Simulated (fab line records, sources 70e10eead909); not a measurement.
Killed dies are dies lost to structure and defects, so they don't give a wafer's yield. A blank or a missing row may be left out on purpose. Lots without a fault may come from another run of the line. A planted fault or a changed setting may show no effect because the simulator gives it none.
fab line records | flow nand_harc | part 1 of 2: steps 1 to 21 of 33
record lots=5 wafers=15 last_day=23
route steps=1159 shown P_BONDPAD@358 A_START@389 A_ZERO_WELL@390
lots that met no fault: from a run of the same line without faults
start_h: hours from the record's first day to the start of the lot's first wafer shown | wait_h: hours since the lot's step before | " the same as in the row above | L1.1+2: a row that stands for several wafers | - no value, or no start given | * or withheld: withheld | < > ~ a bound
route shown NAME@n: a module of which the file shows steps, and the number in the route of the first | usual: mean/standard deviation of fault-free wafers | same: alike in all rows | chamber/n: place in a boat | sites: the reading at each site | _std_site: their standard deviation | _edge_site: outer sites' mean less inner sites' | radius_mm: how far each site lies from the wafer's centre | mask NAME#n: copy n | behind: the tool/chamber that last shaped the wafer | hold: why the lot was held/for how many hours/how that ended | device: the transistor (n, p or np) that didn't switch | end of line: the same wafers' tests at the end of the route | a step without rows: its recipe alone | killed: dies lost to structure and defects at the first sort, not the wafer's yield | map: a wafer's dies, x killed, . not, _ none there
set.NAME: the setting as run; set.NAME@STEP: as run at that earlier step | model.NAME: the simulator's own value behind a step, which no gauge read
lots at some steps of the route; a table a step, a row a wafer
services: from which hour (start_h, from the record's first day; less than 0 if before it) a tool's chamber was out of use, for how many hours, and why
## steps
# step NHARC_P_BONDPAD_COAT_03
# recipe spin_rpm=2000 resist_thk_nm=600
# usual chill_plate_temp_C=23.01/0.1
# columns lot.wafer tool chamber start_h wait_h chill_plate_temp_C
L079.2 litho_track-02 0 - - 22.99
L079.3 " 0 " " 23.08
L079.5 " 0 " " 23.03
L087.2 litho_track-02 0 - - 23.11
L087.4 " 0 " " 23.13
L087.6 " 0 " " 22.99
L088.3 litho_track-03 0 - - 23.12
L088.5 " 0 " " 22.93
L088.6 " 0 " " 23.00
L090.2 litho_track-07 0 - - 23.10
L090.3 " 0 " " 23.01
L090.5 " 0 " " 23.17
L092.2 litho_track-07 0 - - 22.95
L092.5 " 0 " " 22.92
L092.6 " 0 " " 23.13
# step NHARC_P_BONDPAD_SOFTBAKE_04
# recipe temp_c=125 time_s=70
# usual chill_plate_temp_C=22.99/0.11
# columns lot.wafer tool chamber start_h wait_h chill_plate_temp_C
L079.2 litho_track-02 0 - - 22.87
L079.3 " 0 " " 22.85
L079.5 " 0 " " 22.91
L087.2 litho_track-02 0 - - 23.11
L087.4 " 0 " " 22.98
L087.6 " 0 " " 23.23
L088.3 litho_track-03 0 - - 22.93
L088.5 " 0 " " 22.99
L088.6 " 0 " " 23.05
L090.2 litho_track-07 0 - - 23.16
L090.3 " 0 " " 23.02
L090.5 " 0 " " 23.15
L092.2 litho_track-07 0 - - 22.88
L092.5 " 0 " " 22.85
L092.6 " 0 " " 23.02
# step NHARC_P_BONDPAD_EBR_05
# usual chill_plate_temp_C=23.00/0.1
# columns lot.wafer tool chamber start_h wait_h chill_plate_temp_C
L079.2 litho_track-02 0 - - 22.93
L079.3 " 0 " " 23.01
L079.5 " 0 " " 23.04
L087.2 litho_track-02 0 - - 23.03
L087.4 " 0 " " 22.95
L087.6 " 0 " " 23.02
L088.3 litho_track-03 0 - - 22.88
L088.5 " 0 " " 22.79
L088.6 " 0 " " 22.85
L090.2 litho_track-07 0 - - 22.94
L090.3 " 0 " " 22.97
L090.5 " 0 " " 23.08
L092.2 litho_track-07 0 - - 22.99
L092.5 " 0 " " 22.81
L092.6 " 0 " " 23.05
# step NHARC_P_BONDPAD_EXPOSE_06
# recipe na=0.55 dose_mj=37.06 mask_id=P_BPAD
# usual stage_vel_mm_s=499.97/0.24
# columns lot.wafer tool chamber start_h wait_h mask stage_vel_mm_s
L079.2 krf_scanner-04 0 162.82 - P_BPAD#0 500.26
L079.3 " 0 " " P_BPAD#0 500.03
L079.5 " 0 " " P_BPAD#0 499.81
L087.2 krf_scanner-04 0 204.27 - P_BPAD#0 499.97
L087.4 " 0 " " P_BPAD#0 500.12
L087.6 " 0 " " P_BPAD#0 499.96
L088.3 krf_scanner-03 0 208.34 - P_BPAD#0 500.27
L088.5 " 0 " " P_BPAD#0 499.89
L088.6 " 0 " " P_BPAD#0 500.08
L090.2 krf_scanner-03 0 227.09 - P_BPAD#0 499.82
L090.3 " 0 " " P_BPAD#0 500.18
L090.5 " 0 " " P_BPAD#0 499.88
L092.2 krf_scanner-03 0 235.56 - P_BPAD#0 500.29
L092.5 " 0 " " P_BPAD#0 500.29
L092.6 " 0 " " P_BPAD#0 500.14
# step NHARC_P_BONDPAD_PEB_07
# recipe peb_temp_c=128 peb_time_s=80
# usual chill_plate_temp_C=22.99/0.097
# columns lot.wafer tool chamber start_h wait_h chill_plate_temp_C
L079.2 litho_track-07 0 162.88 0.1 22.90
L079.3 " 0 " " 22.97
L079.5 " 0 " " 22.94
L087.2 litho_track-02 0 204.34 0.1 22.93
L087.4 " 0 " " 23.08
L087.6 " 0 " " 22.99
L088.3 litho_track-07 0 208.39 0.1 22.94
L088.5 " 0 " " 23.02
L088.6 " 0 " " 23.11
L090.2 litho_track-07 0 227.15 0.1 23.04
L090.3 " 0 " " 23.15
L090.5 " 0 " " 23.10
L092.2 litho_track-07 0 235.62 0.1 22.88
L092.5 " 0 " " 22.91
L092.6 " 0 " " 22.80
# step NHARC_P_BONDPAD_DEVELOP_08
# recipe time_s=50 dev_temp_c=22
# usual chill_plate_temp_C=23.02/0.095
# columns lot.wafer tool chamber start_h wait_h chill_plate_temp_C
L079.2 litho_track-07 0 - - 23.01
L079.3 " 0 " " 23.02
L079.5 " 0 " " 23.01
L087.2 litho_track-02 0 - - 22.95
L087.4 " 0 " " 23.04
L087.6 " 0 " " 22.99
L088.3 litho_track-07 0 - - 23.07
L088.5 " 0 " " 23.04
L088.6 " 0 " " 23.03
L090.2 litho_track-07 0 - - 23.14
L090.3 " 0 " " 23.13
L090.5 " 0 " " 23.17
L092.2 litho_track-07 0 - - 22.98
L092.5 " 0 " " 22.85
L092.6 " 0 " " 22.89
# step NHARC_P_BONDPAD_CD_MEAS_09
# recipe target_cd_nm=500 landing_energy_ev=500
# usual cd_nm=500.4/1.3
# columns lot.wafer tool chamber start_h wait_h cd_nm
L079.2 cd_sem-03 0 162.97 - 501.5
L079.3 " 0 " " 501.7
L079.5 " 0 " " 499.3
L087.2 cd_sem-02 0 204.42 - 497.7
L087.4 " 0 " " 499.0
L087.6 " 0 " " 499.8
L088.3 cd_sem-03 0 208.48 - 501.1
L088.5 " 0 " " 499.7
L088.6 " 0 " " 501.8
L090.2 cd_sem-02 0 227.24 - 497.3
L090.3 " 0 " " 499.6
L090.5 " 0 " " 499.8
L092.2 cd_sem-01 0 235.71 - 501.5
L092.5 " 0 " " 500.3
L092.6 " 0 " " 499.4
# step NHARC_P_BONDPAD_OVL_MEAS_38
# usual overlay_x_nm=1/6.6 overlay_y_nm=1/6.4
# columns lot.wafer tool chamber start_h wait_h overlay_x_nm overlay_y_nm
L079.2 overlay-02 - 163.05 - -5 -6
L079.3 " - " " -5 -6
L079.5 " - " " -5 -5
L087.2 overlay-01 - 204.51 - 0 2
L087.4 " - " " 0 2
L087.6 " - " " 0 2
L088.3 overlay-01 - 208.57 - 12 3
L088.5 " - " " 13 4
L088.6 " - " " 12 3
L090.2 overlay-02 - 227.34 - -2 -1
L090.3 " - " " -2 -2
L090.5 " - " " -2 -1
L092.2 overlay-02 - 235.79 - 3 6
L092.5 " - " " 4 5
L092.6 " - " " 4 5
# step NHARC_P_BONDPAD_HARDBAKE_10
# recipe temp_c=118 time_s=65
# usual chill_plate_temp_C=23.02/0.11
# columns lot.wafer tool chamber start_h wait_h chill_plate_temp_C
L079.2 litho_track-07 0 163.10 0.0 23.13
L079.3 " 0 " " 23.02
L079.5 " 0 " " 23.00
L087.2 litho_track-07 0 204.56 0.0 22.97
L087.4 " 0 " " 22.91
L087.6 " 0 " " 22.90
L088.3 litho_track-03 0 208.62 0.1 23.04
L088.5 " 0 " " 22.95
L088.6 " 0 " " 22.99
L090.2 litho_track-03 0 227.39 0.0 23.26
L090.3 " 0 " " 23.00
L090.5 " 0 " " 23.08
L092.2 litho_track-03 0 235.85 0.1 22.92
L092.5 " 0 " " 23.01
L092.6 " 0 " " 23.00
# step NHARC_P_BONDPAD_DESCUM_11
# recipe time_s=3 o2_flow_sccm=200 ar_flow_sccm=0 bias_power_w=0 chemistry=O2
# usual chamber_pressure_mTorr=59.99/0.056 drypump_motor_current_A=5.7/0.35 oes_product_au=1.001/0.0067 rf_vpp_V=57.7/1 showerhead_plenum_p_Torr=1.90/0.083 throttle_valve_pct=11.311/0.0098
# columns lot.wafer tool chamber start_h wait_h chamber_pressure_mTorr drypump_motor_current_A oes_product_au rf_hours_counter_h rf_vpp_V showerhead_plenum_p_Torr throttle_valve_pct
L079.2 rie_diel-06 2 163.18 - 59.96 5.2 0.997 8 59.0 1.99 11.298
L079.3 " 1 " " 59.89 5.9 1.000 9 56.7 1.92 11.301
L079.5 " 1 " " 60.05 5.9 0.987 - 57.8 1.92 11.307
L087.4 rie_diel-05 0 204.63 - 60.00 6.0 1.001 9 54.8 1.78 11.317
L087.2 " 1 " " 59.96 6.0 0.992 8 56.9 1.91 11.309
L087.6 " 1 " " 59.97 6.0 0.995 - 58.0 1.91 11.294
L088.3 rie_diel-06 3 208.70 - 60.08 6.0 0.996 11 57.1 1.83 11.302
L088.5 " 2 " " 60.01 5.2 0.991 - 59.1 1.99 11.319
L088.6 " 3 " " 59.92 6.0 0.997 - 57.2 1.83 11.303
L090.2 rie_diel-10 3 227.46 - 59.92 5.3 1.004 16 59.6 1.99 11.297
L090.3 " 2 " " 59.95 6.1 1.008 15 57.8 2.02 11.318
L090.5 " 0 " " 59.88 5.2 1.008 - 56.9 1.82 11.317
L092.2 rie_diel-06 0 235.93 - 59.96 5.6 0.984 13 56.4 1.80 11.319
L092.6 " 3 " " 60.01 6.0 0.997 - 58.1 1.83 11.334
L092.5 " 0 " " 60.00 5.6 0.991 - 56.8 1.80 11.321
# step NHARC_P_BONDPAD_ETCH_37
# recipe target_depth_a=600 overetch_a=180 time_s=65.91 ion_energy_ev=200 n2_flow_sccm=150 h2_flow_sccm=150 ar_flow_sccm=0 rf_w=400 bias_w=150 chemistry=N2/H2
# usual chamber_pressure_mTorr=30.00/0.03 drypump_motor_current_A=5.7/0.36 n2_flow_sccm=150.1/0.46 oes_product_au=1.000/0.0077 rf_vpp_V=430.0/2.6 showerhead_plenum_p_Torr=2.02/0.09 throttle_valve_pct=14.172/0.009
# columns lot.wafer tool chamber start_h wait_h chamber_pressure_mTorr drypump_motor_current_A n2_flow_sccm oes_product_au rf_hours_counter_h rf_vpp_V showerhead_plenum_p_Torr throttle_valve_pct
L079.2 rie_diel-06 0 163.28 0.1 30.03 5.6 149.7 0.994 7 426.9 1.92 14.174
L079.3 " 2 " " 30.01 5.2 150.2 0.995 8 432.4 2.12 14.157
L079.5 " 2 " " 30.01 5.2 150.1 1.003 - 433.2 2.12 14.174
L087.2 rie_diel-05 3 204.73 0.1 30.02 5.0 149.9 0.993 10 430.1 2.00 14.178
L087.4 " 0 " " 30.07 6.0 148.6 0.990 9 425.3 1.89 14.168
L087.6 " 2 " " 30.00 5.3 149.5 0.994 - 431.0 2.07 14.156
L088.3 rie_diel-06 1 208.78 0.1 29.92 5.9 150.3 1.001 13 430.3 2.04 14.164
L088.5 " 0 " " 30.01 5.6 150.3 0.998 - 426.6 1.92 14.180
L088.6 " 1 " " 29.97 6.0 150.1 1.006 - 431.4 2.04 14.174
L090.3 rie_diel-10 2 227.60 0.1 29.97 6.1 149.4 1.002 15 432.3 2.16 14.187
L090.2 " 3 " " 29.99 5.3 150.4 1.011 16 433.6 2.13 14.168
L090.5 " 2 " " 29.95 6.1 149.5 1.010 - 433.4 2.16 14.168
L092.2 rie_diel-06 2 236.02 0.1 29.97 5.2 149.6 0.987 16 432.2 2.12 14.175
L092.5 " 0 " " 30.01 5.6 149.7 0.995 - 427.2 1.92 14.172
L092.6 " 1 " " 30.03 6.0 149.9 1.000 - 431.3 2.04 14.164
# step NHARC_P_BONDPAD_ETCH_12
# recipe target_depth_a=2000 time_s=100 chf3_flow_sccm=50 o2_flow_sccm=10 ar_flow_sccm=200 rf_w=500 bias_w=200 chemistry=CHF3/O2
# usual chamber_pressure_mTorr=25.000/0.023 drypump_motor_current_A=5.6/0.36 oes_product_au=0.935/0.022 rf_vpp_V=370.3/2.4 showerhead_plenum_p_Torr=2.39/0.1 throttle_valve_pct=20.575/0.0095
# columns lot.wafer tool chamber start_h wait_h chamber_pressure_mTorr drypump_motor_current_A oes_product_au rf_hours_counter_h rf_vpp_V showerhead_plenum_p_Torr throttle_valve_pct
L079.3 rie_diel-06 0 - - 24.991 5.6 0.921 7 367.7 2.27 20.579
L079.2 " 2 " " 24.976 5.2 0.927 9 373.4 2.49 20.580
L079.5 " 0 " " 24.982 5.6 0.927 - 367.1 2.27 20.568
L087.4 rie_diel-05 1 - - 25.000 6.0 0.911 8 371.7 2.40 20.577
L087.2 " 0 " " 24.968 6.0 0.922 9 367.8 2.24 20.570
L087.6 " 1 " " 25.007 6.0 0.910 - 368.8 2.40 20.564
L088.3 rie_diel-06 1 - - 25.038 6.0 0.929 13 369.7 2.41 20.568
L088.5 " 1 " " 24.993 6.0 0.926 - 371.3 2.41 20.583
L088.6 " 2 " " 25.004 5.2 0.925 - 373.7 2.49 20.581
L090.3 rie_diel-10 1 - - 24.944 5.5 0.924 15 376.3 2.59 20.569
L090.2 " 3 " " 25.049 5.3 0.921 17 372.7 2.50 20.595
L090.5 " 1 " " 25.014 5.4 0.929 - 374.3 2.59 20.570
L092.2 rie_diel-06 2 - - 25.029 5.2 0.921 16 373.8 2.49 20.591
L092.6 " 3 " " 24.936 6.0 0.917 - 369.0 2.30 20.570
L092.5 " 0 " " 24.957 5.6 0.927 - 367.9 2.27 20.576
# step NHARC_P_BONDPAD_CD_MEAS_13
# usual cd_nm=499.9/1.4
# columns lot.wafer tool chamber start_h wait_h cd_nm
L079.2 cd_sem-03 - 163.54 - 500.9
L079.3 " - " " 500.6
L079.5 " - " " 498.6
L087.2 cd_sem-02 - 204.95 - 497.1
L087.4 " - " " 497.4
L087.6 " - " " 499.2
L088.3 cd_sem-03 - 209.01 - 500.7
L088.5 " - " " 499.5
L088.6 " - " " 501.0
L090.2 cd_sem-01 - 227.84 - 497.4
L090.3 " - " " 498.5
L090.5 " - " " 500.0
L092.2 cd_sem-03 - 236.24 - 501.4
L092.5 " - " " 500.0
L092.6 " - " " 498.8
# step NHARC_P_BONDPAD_STRIP_15
# recipe o2_flow_sccm=500 ar_flow_sccm=0 bias_w=0 chemistry=O2
# usual chamber_pressure_mTorr=60.00/0.059 drypump_motor_current_A=5.6/0.39 oes_product_au=1.001/0.0072 rf_vpp_V=57.7/0.96 showerhead_plenum_p_Torr=3.49/0.13 throttle_valve_pct=17.035/0.011
# columns lot.wafer tool chamber start_h wait_h chamber_pressure_mTorr drypump_motor_current_A oes_product_au rf_hours_counter_h rf_vpp_V showerhead_plenum_p_Torr throttle_valve_pct
L079.2 rie_diel-06 0 163.62 0.1 59.93 5.6 0.994 7 59.4 3.34 17.017
L079.3 " 2 " " 59.94 5.3 0.999 9 59.3 3.66 17.036
L079.5 " 0 " " 60.04 5.6 0.999 - 56.4 3.34 17.044
L087.2 rie_diel-05 1 205.02 0.1 60.08 6.0 0.993 8 57.1 3.52 17.023
L087.4 " 2 " " 60.02 5.3 0.992 9 56.9 3.57 17.047
L087.6 " 1 " " 60.07 6.0 1.003 - 58.2 3.52 17.037
L088.3 rie_diel-06 3 209.11 0.1 59.98 6.0 1.001 11 56.6 3.39 17.033
L088.5 " 1 " " 60.09 6.0 1.003 - 57.0 3.53 17.025
L088.6 " 2 " " 59.99 5.2 1.000 - 56.5 3.66 17.037
L090.3 rie_diel-10 0 227.91 0.1 60.05 5.2 1.009 16 56.4 3.36 17.031
L090.2 " 2 " " 60.03 6.1 1.010 15 57.9 3.72 17.043
L090.5 " 1 " " 60.08 5.5 1.005 - 58.5 3.80 17.025
L092.2 rie_diel-05 0 236.32 0.1 59.92 6.0 1.003 23 56.2 3.28 17.021
L092.5 " 0 " " 59.98 6.0 0.993 - 56.3 3.28 17.037
L092.6 " 1 " " 59.94 6.1 1.005 - 58.9 3.52 17.040
# step NHARC_P_BONDPAD_ETCH_24
# recipe target_depth_a=300 over_etch_frac=0.3 time_s=72.99 ion_energy_ev=150 cf4_flow_sccm=50 n2_flow_sccm=100 ar_flow_sccm=150 rf_w=300 bias_w=100 chemistry=CF4/N2
# usual chamber_pressure_mTorr=29.999/0.027 drypump_motor_current_A=5.6/0.39 n2_flow_sccm=99.94/0.27 oes_product_au=1.001/0.0068 rf_vpp_V=313.7/1.8 showerhead_plenum_p_Torr=2.59/0.1 throttle_valve_pct=19.793/0.0093
# columns lot.wafer tool chamber start_h wait_h chamber_pressure_mTorr drypump_motor_current_A n2_flow_sccm oes_product_au rf_hours_counter_h rf_vpp_V showerhead_plenum_p_Torr throttle_valve_pct
L079.2 rie_diel-06 1 163.81 0.2 29.965 6.0 99.92 0.996 9 314.5 2.63 19.781
L079.3 " 2 " " 30.021 5.2 100.26 0.996 9 316.1 2.73 19.811
L079.5 " 1 " " 30.040 5.9 99.90 1.001 - 313.0 2.63 19.785
L087.2 rie_diel-05 0 - - 30.047 6.1 99.73 0.992 9 311.6 2.45 19.778
L087.4 " 2 " " 30.001 5.3 99.76 1.002 9 315.2 2.66 19.791
L087.6 " 0 " " 29.992 6.1 99.79 0.999 - 310.1 2.45 19.798
L088.3 rie_diel-06 0 - - 30.020 5.6 99.95 0.995 11 312.2 2.48 19.799
L088.6 " 0 " " 29.947 5.6 99.97 1.001 - 312.7 2.48 19.781
L088.5 " 1 " " 29.997 6.0 99.83 1.015 - 315.1 2.63 19.786
L090.3 rie_diel-10 2 - - 29.980 6.1 100.20 1.006 15 315.7 2.77 19.790
L090.2 " 3 " " 30.006 5.3 99.84 1.014 17 314.4 2.73 19.799
L090.5 " 0 " " 29.970 5.2 99.95 1.002 - 310.7 2.50 19.809
L092.2 rie_diel-05 3 - - 29.971 5.0 100.16 1.015 19 313.2 2.58 19.785
L092.6 " 3 " " 29.994 5.0 99.83 1.014 - 314.9 2.58 19.782
L092.5 " 0 " " 29.974 6.1 99.65 1.000 - 310.5 2.44 19.788
# step NHARC_P_BONDPAD_STRIP_16
# recipe time_s=600 temp_c=30 chemistry=post_etch_residue_remover
# columns lot.wafer tool chamber start_h wait_h
L079.3+5+2 wet_bench-08 3,7,0 163.94 -
L087.4+6+2 wet_bench-08 5,6,7 205.31 -
L088.6+3+5 wet_bench-08 3,6,0 209.36 -
L090.3+2+5 wet_bench-10 0,3,4 228.19 -
L092.2+5+6 wet_bench-10 2,4,6 236.60 -
# step NHARC_P_BONDPAD_DEGAS_25
# recipe temp_c=300 time_s=60
# usual heater_power_w=447/38
# columns lot.wafer tool chamber start_h wait_h heater_power_w
L079.2 pvd_sputter-02 - 164.22 - 400
L079.3 " - " " 433
L079.5 " - " " 491
L087.4 pvd_sputter-01 - 205.59 - 416
L087.2 " - " " 447
L087.6 " - " " 439
L088.3 pvd_sputter-03 - 209.63 - 443
L088.5 " - " " 441
L088.6 " - " " 452
L090.2 pvd_sputter-03 - 228.47 - 501
L090.3 " - " " 472
L090.5 " - " " 471
L092.2 pvd_sputter-01 - 236.91 - 403
L092.6 " - " " 436
L092.5 " - " " 441
# step NHARC_P_BONDPAD_PRE_CLEAN_26
# recipe time_s=30 temp_c=280 gas=H2/He
# usual heater_power_w=391/33
# columns lot.wafer tool chamber start_h wait_h heater_power_w
L079.3 pvd_sputter-02 - - - 360
L079.2 " - " " 384
L079.5 " - " " 340
L087.4 pvd_sputter-01 - - - 328
L087.2 " - " " 358
L087.6 " - " " 363
L088.3 pvd_sputter-03 - - - 432
L088.6 " - " " 427
L088.5 " - " " 380
L090.2 pvd_sputter-03 - - - 400
L090.3 " - " " 432
L090.5 " - " " 410
L092.2 pvd_sputter-01 - - - 349
L092.6 " - " " 356
L092.5 " - " " 394
# step NHARC_P_BONDPAD_PVD_17
# recipe target_thk_a=50 bias_v=168.6 power_w=15000 chamber_pressure_pa=0.12 time_s=8.06 substrate_temp_c=50 material=TaN
# usual throttle_valve_pct=30.0/0.9
# columns lot.wafer tool chamber start_h wait_h throttle_valve_pct
L079.2 pvd_sputter-02 - - - 30.5
L079.3 " - " " 29.8
L079.5 " - " " 28.2
L087.4 pvd_sputter-01 - - - 29.9
L087.2 " - " " 29.3
L087.6 " - " " 29.4
L088.3 pvd_sputter-03 - - - 31.7
L088.5 " - " " 30.0
L088.6 " - " " 30.4
L090.2 pvd_sputter-03 - - - 29.7
L090.3 " - " " 31.0
L090.5 " - " " 29.9
L092.2 pvd_sputter-01 - - - 29.7
L092.5 " - " " 29.4
L092.6 " - " " 30.3
# step NHARC_P_BONDPAD_PVD_27
# recipe target_thk_a=300 chamber_pressure_pa=5 power_w=5000 substrate_temp_c=30 time_s=20.49 material=Cu
# usual throttle_valve_pct=30.1/0.98
# columns lot.wafer tool chamber start_h wait_h throttle_valve_pct
L079.2 pvd_sputter-02 - - - 30.2
L079.3 " - " " 30.1
L079.5 " - " " 29.7
L087.4 pvd_sputter-01 - - - 29.5
L087.2 " - " " 29.4
L087.6 " - " " 29.8
L088.3 pvd_sputter-03 - - - 31.1
L088.5 " - " " 31.6
L088.6 " - " " 30.1
L090.3 pvd_sputter-03 - - - 31.4
L090.2 " - " " 29.7
L090.5 " - " " 31.8
L092.2 pvd_sputter-01 - - - 30.6
L092.6 " - " " 30.0
L092.5 " - " " 29.2
# step NHARC_P_BONDPAD_ECD_18
# recipe target_thk_a=4000 bath_temp_c=25 material=Cu
# columns lot.wafer tool chamber start_h wait_h
L079.2+3+5 ecd_cu-01 1,0,1 164.62 -
L087.2+4+6 ecd_cu-02 0,1,0 205.95 -
L088.3+5+6 ecd_cu-01 1,0,1 210.14 -
L090.2+3+5 ecd_cu-01 1,0,0 228.90 -
L092.2+6+5 ecd_cu-01 0,1,0 237.29 -
